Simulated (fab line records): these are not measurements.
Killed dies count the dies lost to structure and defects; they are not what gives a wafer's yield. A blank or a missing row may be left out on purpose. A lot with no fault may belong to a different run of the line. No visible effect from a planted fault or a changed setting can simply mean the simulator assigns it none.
The tool behind it: which one? :: flow nand_harc :: route of 1302 steps, sampled at 1 step: 12 lots, 36 wafers

## WHAT EACH GAUGE READ, for each wafer
NHARC_A_WL_FILL_INSPECT_15.
lot: L075
measured: day 21 14:00
on: defect_inspect-01
raw_defect_count: 401 323 492

lot: L077
measured: day 22 14:06
on: defect_inspect-01
raw_defect_count: 535 400 465

lot: L079
measured: day 23 17:14
on: defect_inspect-01
raw_defect_count: 437 388 470

lot: L081
measured: day 23 22:27
on: defect_inspect-02
raw_defect_count: 421 544 480

lot: L083
measured: day 24 22:05
on: defect_inspect-02
raw_defect_count: 379 388 380

lot: L084
measured: day 25 15:35
on: defect_inspect-02
raw_defect_count: 370 473 407

lot: L087
measured: day 26 11:09
on: defect_inspect-02
raw_defect_count: 424 722 412

lot: L090
measured: day 27 07:44
on: defect_inspect-02
raw_defect_count: 607 428 406

lot: L092
measured: day 28 12:17
on: defect_inspect-02
raw_defect_count: 514 480 473

lot: L094
measured: day 29 11:55
on: defect_inspect-02
raw_defect_count: 498 493 473

lot: L095
measured: day 30 05:09
on: defect_inspect-02
raw_defect_count: 347 538 451

lot: L097
measured: day 31 15:41
on: defect_inspect-02
raw_defect_count: 399 404 411

## WHICH TOOL RAN EACH LOT (tool, then ch and the chambers of the sampled wafers, then the start)
The record holds no process step before these readings.

## THE ANSWER, worked out from the rows above alone
Rule: the usual values come from the lots themselves. Put in order of their means at a reading, lots are off if they are a third of the lots or fewer, leave a main group of 4 or more, and stand apart from it by a gap of 3 or more times the standard deviation of the main group's means; of several such gaps the widest counts. Not used: any main group whose means are identical at the precision the tables above print for the reading. Also off: a lot with no number at a reading for which 4 or more lots have one. Where the step has rows for the other lots, those lots are counted as sound.
No lot is off at any reading shown: from this, nothing can be told.

## WHAT THE SIMULATOR HAD PUT IN
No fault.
